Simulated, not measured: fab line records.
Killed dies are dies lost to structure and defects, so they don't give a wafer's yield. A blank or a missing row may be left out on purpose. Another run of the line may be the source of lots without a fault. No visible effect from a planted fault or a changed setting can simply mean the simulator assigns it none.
fab line records    flow nand_harc    part 2 of 2: steps 5 to 6 of 6
[record] lots = 23  wafers = 69  last_day = 33
route steps=1302 shown A_STAIRCASE@684
lots that met no fault: taken from a fault-free run of the same line
start_h: hours from the record's first day to the start of the lot's first wafer shown    wait_h: hours elapsed since this lot's preceding step    " same as the row above    L1.1+2: a single row standing in for several wafers    - no value present, or no start provided    * or withheld: withheld    < > ~ a bound
route shown NAME@n: a module of which the file shows steps, and the number in the route of the first    usual: mean/standard deviation taken from wafers without a fault    same: alike in all rows    chamber/n: place in a boat    sites: readings site by site    _std_site: the values' standard deviation    _edge_site: the outer-site mean with the inner-site mean subtracted    radius_mm: for every site, how far away it sits from the centre of the wafer    mask NAME#n: copy n    behind: tool/chamber where the wafer was last shaped    hold: what put the lot on hold/how long, in hours/how the hold closed    device: the n, p or np transistor that did not switch    end of line: tests run on the same wafers once the route is complete    a step with no rows: only its recipe    killed: count of dies lost to structure and defects at first sort (not the wafer's yield)    map: shows each die of a wafer: x if killed, . if not, _ if none is there
set.NAME: the run value of the setting; set.NAME@STEP: its run value at that earlier step    model.NAME: the simulator's own value behind a step, which no gauge read
one table for each step of the route and one row for each wafer, over a sample of lots
services: the hour from which a tool's chamber was out of use, counted from the record's first day as start_h (under 0 if before that day), plus the number of hours and why
[[steps]]
[step NHARC_A_STAIRCASE_TRIM_200]
[recipe] time_s = 211.2  o2_flow_sccm = 500  ar_flow_sccm = 0  bias_w = 0  chemistry = O2
[usual] drypump_motor_current_A = 5.8/0.54  o2_flow_sccm = 500.0/1.6  oes_product_au = 1.004/0.013  rf_vpp_V = 57.7/0.91  showerhead_plenum_p_Torr = 3.47/0.12  throttle_valve_pct = 17.039/0.0085
lot.wafer  tool         chamber  start_h  wait_h  drypump_motor_current_A  o2_flow_sccm  oes_product_au  rf_hours_counter_h  rf_vpp_V  showerhead_plenum_p_Torr  throttle_valve_pct
L075.3     rie_diel-09  2        -        -       5.5                      500.5         1.010           11                  57.3      3.59                      17.033
L075.2     "            3        "        "       6.6                      500.3         1.009           13                  58.6      3.66                      17.054
L075.5     "            0        "        "       5.3                      500.0         0.993           -                   59.4      3.54                      17.042
L074.2     rie_diel-09  1        -        -       5.6                      501.5         1.001           9                   58.4      3.68                      17.026
L074.4     "            3        "        "       6.6                      500.0         0.997           16                  59.2      3.66                      17.043
L074.3     "            0        "        "       5.4                      499.2         0.993           16                  58.6      3.53                      17.027
L076.1     rie_diel-12  0        -        -       6.8                      500.6         1.009           35                  56.7      3.33                      17.034
L076.5     "            1        "        "       6.2                      500.1         1.018           -                   58.1      3.45                      17.036
L076.6     "            2        "        "       5.9                      499.9         1.024           -                   56.4      3.47                      17.050
L078.2     rie_diel-12  0        -        -       6.7                      498.5         1.006           48                  57.2      3.32                      17.027
L078.4     "            1        "        "       6.2                      499.5         1.019           -                   56.4      3.45                      17.041
L078.5     "            2        "        "       5.9                      499.5         1.026           -                   56.5      3.47                      17.039
L079.2     rie_diel-02  2        -        -       4.8                      499.0         0.983           5                   58.4      3.46                      17.024
L079.4     "            1        "        "       6.1                      501.8         0.977           7                   57.2      3.34                      17.045
L079.5     "            3        "        "       6.1                      501.9         1.005           -                   57.2      3.37                      17.013
L080.4     rie_diel-12  3        -        -       5.4                      498.2         1.003           47                  59.3      3.47                      17.034
L080.3     "            2        "        "       5.9                      499.7         1.018           45                  57.2      3.47                      17.036
L080.6     "            3        "        "       5.4                      500.1         1.000           -                   58.6      3.47                      17.048
L081.4     rie_diel-12  1        -        -       6.2                      499.8         1.022           49                  56.0      3.44                      17.044
L081.5     "            0        "        "       6.7                      501.0         0.994           -                   59.1      3.32                      17.029
L081.6     "            1        "        "       6.2                      497.0         1.011           -                   57.1      3.44                      17.044
L082.1     rie_diel-02  3        -        -       6.0                      499.3         1.014           18                  58.0      3.36                      17.037
L082.4     "            2        "        "       4.8                      499.4         1.008           19                  57.5      3.45                      17.031
L082.5     "            3        "        "       6.0                      500.1         1.012           -                   57.3      3.36                      17.066
L084.4     rie_diel-02  3        -        -       6.0                      500.4         0.993           22                  57.3      3.36                      17.044
L084.2     "            1        "        "       6.0                      498.7         0.987           24                  56.9      3.33                      17.033
L084.3     "            2        "        "       4.8                      500.4         0.997           24                  55.9      3.45                      17.046
L083.1     rie_diel-12  2        -        -       5.9                      501.8         1.011           2                   59.3      3.46                      17.034
L083.2     "            1        "        "       6.1                      500.8         1.006           2                   56.2      3.44                      17.043
L083.6     "            3        "        "       5.4                      500.9         0.999           -                   57.8      3.46                      17.041
L085.1     rie_diel-12  1        -        -       6.2                      500.9         1.005           4                   60.8      3.44                      17.041
L085.4     "            3        "        "       5.4                      501.3         1.011           5                   58.4      3.46                      17.034
L085.5     "            1        "        "       6.2                      498.9         1.001           -                   57.4      3.44                      17.043
L086.1     rie_diel-02  2        -        -       4.8                      499.2         0.995           26                  58.6      3.45                      17.042
L086.2     "            3        "        "       6.1                      500.4         0.993           24                  57.7      3.36                      17.033
L086.5     "            1        "        "       6.0                      499.6         0.978           -                   56.3      3.33                      17.053
L087.1     rie_diel-02  3        -        -       6.1                      497.6         1.005           31                  56.9      3.36                      17.034
L087.2     "            0        "        "       5.6                      499.3         1.009           32                  57.2      3.28                      17.033
L087.3     "            2        "        "       4.7                      498.1         0.996           34                  57.4      3.44                      17.054
L088.1     rie_diel-09  3        -        -       6.6                      502.3         1.026           2                   59.0      3.64                      17.033
L088.3     "            0        "        "       5.4                      501.5         0.992           2                   56.1      3.51                      17.050
L088.4     "            2        "        "       5.5                      501.3         1.028           2                   59.7      3.57                      17.039
L089.3     rie_diel-02  2        -        -       4.8                      500.8         1.013           40                  57.8      3.44                      17.030
L089.2     "            0        "        "       5.6                      497.8         1.014           37                  58.7      3.27                      17.056
L089.1     "            1        "        "       6.1                      501.1         0.991           40                  55.9      3.32                      17.039
L090.1     rie_diel-09  1        -        -       5.6                      500.3         1.000           2                   58.3      3.66                      17.053
L090.3     "            3        "        "       6.6                      497.7         1.017           3                   58.0      3.64                      17.036
L090.4     "            0        "        "       5.3                      501.0         0.994           3                   57.2      3.51                      17.039
L092.1     rie_diel-09  0        -        -       5.4                      500.4         0.989           8                   56.6      3.51                      17.035
L092.4     "            2        "        "       5.5                      500.9         1.013           9                   56.8      3.56                      17.030
L092.2     "            3        "        "       6.6                      499.4         1.029           8                   57.2      3.63                      17.058
L091.1     rie_diel-09  0        -        -       5.4                      501.5         1.001           9                   58.0      3.51                      17.035
L091.3     "            1        "        "       5.5                      500.5         0.993           9                   59.8      3.65                      17.030
L091.5     "            0        "        "       5.4                      498.4         0.988           -                   57.8      3.51                      17.038
L093.3     rie_diel-09  1        -        -       5.6                      503.6         0.989           12                  56.3      3.65                      17.037
L093.1     "            2        "        "       5.5                      499.1         1.016           14                  56.5      3.56                      17.036
L093.5     "            3        "        "       6.6                      498.8         1.012           -                   57.9      3.63                      17.023
L095.3     rie_diel-09  3        -        -       6.6                      499.1         1.015           19                  57.4      3.63                      17.040
L095.4     "            0        "        "       5.3                      501.9         0.982           16                  58.8      3.50                      17.037
L095.1     "            1        "        "       5.5                      499.8         0.983           16                  57.0      3.65                      17.043
L094.1     rie_diel-02  3        -        -       6.0                      499.3         1.000           59                  57.0      3.34                      17.020
L094.4     "            0        "        "       5.6                      500.5         1.008           58                  56.7      3.26                      17.034
L094.5     "            2        "        "       4.8                      499.3         0.994           -                   58.8      3.43                      17.036
L096.1     rie_diel-09  3        -        -       6.7                      500.7         1.023           28                  58.1      3.62                      17.045
L096.2     "            1        "        "       5.6                      500.4         0.984           28                  58.9      3.64                      17.039
L096.3     "            2        "        "       5.5                      502.3         1.015           28                  56.9      3.55                      17.037
L097.1     rie_diel-12  0        -        -       6.8                      501.5         0.998           52                  57.1      3.29                      17.049
L097.5     "            1        "        "       6.1                      501.9         1.000           -                   58.8      3.42                      17.039
L097.6     "            2        "        "       5.9                      498.8         1.008           -                   57.9      3.43                      17.055
[step NHARC_A_STAIRCASE_TRIM_226]
[recipe] time_s = 211.2  o2_flow_sccm = 500  ar_flow_sccm = 0  bias_w = 0  chemistry = O2
[usual] drypump_motor_current_A = 5.8/0.54  o2_flow_sccm = 500.2/1.4  oes_product_au = 1.000/0.012  rf_vpp_V = 57.4/0.96  showerhead_plenum_p_Torr = 3.43/0.12  throttle_valve_pct = 17.036/0.0092
lot.wafer  tool         chamber  start_h  wait_h  drypump_motor_current_A  o2_flow_sccm  oes_product_au  rf_hours_counter_h  rf_vpp_V  showerhead_plenum_p_Torr  throttle_valve_pct
L075.2     rie_diel-09  1        -        -       5.5                      501.0         0.998           7                   56.4      3.68                      17.046
L075.3     "            1        "        "       5.6                      501.9         1.001           -                   57.5      3.68                      17.035
L075.5     "            1        "        "       5.5                      499.7         0.997           -                   57.0      3.68                      17.021
L074.3     rie_diel-09  2        -        -       5.5                      500.1         1.009           14                  59.6      3.59                      17.034
L074.2     "            0        "        "       5.3                      501.5         0.989           17                  58.4      3.53                      17.037
L074.4     "            1        "        "       5.6                      502.0         1.001           10                  58.3      3.68                      17.018
L076.1     rie_diel-02  2        -        -       4.7                      502.3         0.992           51                  57.8      3.46                      17.021
L076.6     "            3        "        "       6.1                      501.6         1.000           -                   57.1      3.37                      17.040
L076.5     "            0        "        "       5.6                      500.0         1.002           -                   56.0      3.30                      17.049
L078.2     rie_diel-02  0        -        -       5.6                      499.9         1.005           5                   57.4      3.29                      17.048
L078.4     "            1        "        "       6.1                      498.0         0.975           6                   58.5      3.34                      17.031
L078.5     "            1        "        "       6.1                      501.3         0.981           -                   56.1      3.34                      17.045
L079.2     rie_diel-02  1        -        -       6.0                      503.4         0.980           7                   56.6      3.34                      17.044
L079.4     "            2        "        "       4.7                      497.6         0.981           5                   58.1      3.46                      17.041
L079.5     "            0        "        "       5.6                      499.7         1.006           -                   56.3      3.29                      17.031
L080.4     rie_diel-09  3        -        -       6.6                      499.4         1.019           29                  58.8      3.65                      17.039
L080.3     "            2        "        "       5.5                      500.6         1.005           28                  58.5      3.58                      17.042
L080.6     "            0        "        "       5.4                      500.7         0.989           -                   57.9      3.53                      17.041
L081.4     rie_diel-12  3        -        -       5.4                      502.2         0.999           53                  57.7      3.47                      17.038
L081.5     "            3        "        "       5.4                      501.8         1.006           -                   58.2      3.47                      17.031
L081.6     "            0        "        "       6.7                      497.8         0.997           -                   57.9      3.32                      17.049
L082.4     rie_diel-02  2        -        -       4.8                      500.4         0.996           20                  57.9      3.45                      17.032
L082.1     "            0        "        "       5.6                      498.0         1.006           19                  58.2      3.28                      17.031
L082.5     "            1        "        "       6.1                      498.1         0.983           -                   56.9      3.33                      17.029
L084.2     rie_diel-12  3        -        -       5.4                      499.6         1.011           3                   58.1      3.46                      17.029
L084.4     "            0        "        "       6.7                      498.5         1.010           4                   55.4      3.31                      17.026
L084.3     "            1        "        "       6.2                      499.3         1.003           3                   57.0      3.44                      17.039
L083.1     rie_diel-02  1        -        -       6.0                      503.3         0.973           25                  57.8      3.33                      17.028
L083.2     "            3        "        "       6.0                      499.7         0.987           23                  58.2      3.36                      17.039
L083.6     "            1        "        "       6.0                      502.2         0.973           -                   57.1      3.33                      17.039
L085.1     rie_diel-12  1        -        -       6.2                      499.1         0.999           5                   57.6      3.44                      17.042
L085.4     "            3        "        "       5.3                      501.3         1.001           5                   55.2      3.46                      17.048
L085.5     "            1        "        "       6.2                      500.0         1.004           -                   57.2      3.44                      17.032
L086.2     rie_diel-02  3        -        -       6.0                      501.1         1.002           26                  58.1      3.36                      17.029
L086.1     "            0        "        "       5.6                      498.2         1.003           26                  56.2      3.28                      17.026
L086.5     "            1        "        "       6.1                      500.9         0.987           -                   57.7      3.33                      17.025
L087.1     rie_diel-12  1        -        -       6.1                      499.1         0.991           16                  57.1      3.43                      17.029
L087.3     "            2        "        "       5.9                      499.2         1.014           16                  58.2      3.45                      17.038
L087.2     "            3        "        "       5.3                      502.4         1.015           16                  56.7      3.46                      17.041
L088.4     rie_diel-12  0        -        -       6.8                      498.6         1.007           24                  56.7      3.30                      17.043
L088.3     "            1        "        "       6.1                      499.0         0.993           21                  57.7      3.43                      17.037
L088.1     "            2        "        "       5.8                      499.0         1.004           21                  57.3      3.45                      17.025
L090.1     rie_diel-02  0        -        -       5.6                      498.3         1.007           38                  56.6      3.27                      17.037
L090.4     "            1        "        "       6.1                      500.0         0.980           41                  58.1      3.32                      17.039
L090.3     "            2        "        "       4.7                      499.5         1.007           40                  56.9      3.44                      17.032
L089.3     rie_diel-12  3        -        -       5.4                      498.6         1.010           24                  56.9      3.45                      17.035
L089.2     "            1        "        "       6.1                      496.5         0.991           22                  56.0      3.43                      17.028
L089.1     "            2        "        "       5.9                      499.9         1.012           22                  56.3      3.45                      17.040
L092.2     rie_diel-09  0        -        -       5.4                      502.4         0.989           9                   58.5      3.51                      17.028
L092.1     "            2        "        "       5.5                      497.2         1.014           9                   58.4      3.56                      17.035
L092.4     "            3        "        "       6.6                      500.5         1.023           9                   58.6      3.63                      17.031
L091.1     rie_diel-02  3        -        -       6.1                      499.7         1.000           53                  56.7      3.34                      17.041
L091.3     "            2        "        "       4.8                      499.1         0.987           54                  58.2      3.43                      17.019
L091.5     "            0        "        "       5.6                      501.3         1.002           -                   55.5      3.27                      17.046
L093.1     rie_diel-02  1        -        -       6.1                      502.8         0.983           46                  57.2      3.32                      17.027
L093.3     "            2        "        "       4.7                      500.2         0.981           55                  57.2      3.43                      17.045
L093.5     "            1        "        "       6.0                      501.8         0.988           -                   56.5      3.32                      17.027
L095.1     rie_diel-02  0        -        -       5.6                      501.6         1.000           58                  57.2      3.26                      17.026
L095.4     "            1        "        "       6.0                      500.7         0.978           53                  56.7      3.31                      17.020
L095.3     "            3        "        "       6.1                      500.3         1.001           60                  57.7      3.34                      17.029
L094.1     rie_diel-02  2        -        -       4.8                      499.7         1.003           63                  56.5      3.43                      17.044
L094.4     "            0        "        "       5.6                      499.9         1.006           59                  57.9      3.26                      17.028
L094.5     "            2        "        "       4.8                      499.8         0.997           -                   57.5      3.43                      17.040
L096.3     rie_diel-09  1        -        -       5.5                      500.4         0.997           29                  58.7      3.64                      17.035
L096.1     "            2        "        "       5.5                      498.8         1.010           29                  57.7      3.55                      17.036
L096.2     "            3        "        "       6.6                      501.5         1.021           29                  59.3      3.62                      17.031
L097.1     rie_diel-09  1        -        -       5.6                      499.5         0.994           30                  58.1      3.64                      17.039
L097.6     "            1        "        "       5.6                      498.0         0.982           -                   57.5      3.64                      17.029
L097.5     "            2        "        "       5.5                      500.5         1.010           -                   57.7      3.55                      17.046
[[services]]
tool         chamber  start_h  hours  kind
rie_diel-12  0        343.12   11.2   repair
rie_diel-09  -        351.97   4.2    repair
rie_diel-12  0        358.41   -      clean
rie_diel-12  1        358.41   -      clean
rie_diel-12  2        358.41   -      clean
rie_diel-12  3        358.41   -      clean
rie_diel-09  0        377.69   -      clean
rie_diel-09  1        377.69   -      clean
rie_diel-09  2        377.69   -      clean
rie_diel-09  3        377.69   -      clean
rie_diel-12  0        383.02   -      clean
rie_diel-12  1        383.02   -      clean
rie_diel-12  2        383.02   -      clean
rie_diel-12  3        383.02   -      clean
rie_diel-02  -        394.09   9.0    pm
rie_diel-12  3        397.22   12.4   repair
rie_diel-09  0        403.58   -      clean
rie_diel-09  1        403.58   -      clean
rie_diel-09  2        403.58   -      clean
rie_diel-09  2        427.47   7.2    repair
rie_diel-09  -        497.19   9.0    pm
rie_diel-02  1        529.22   12.6   repair
rie_diel-02  -        571.09   9.0    pm
rie_diel-02  0        590.84   10.3   repair
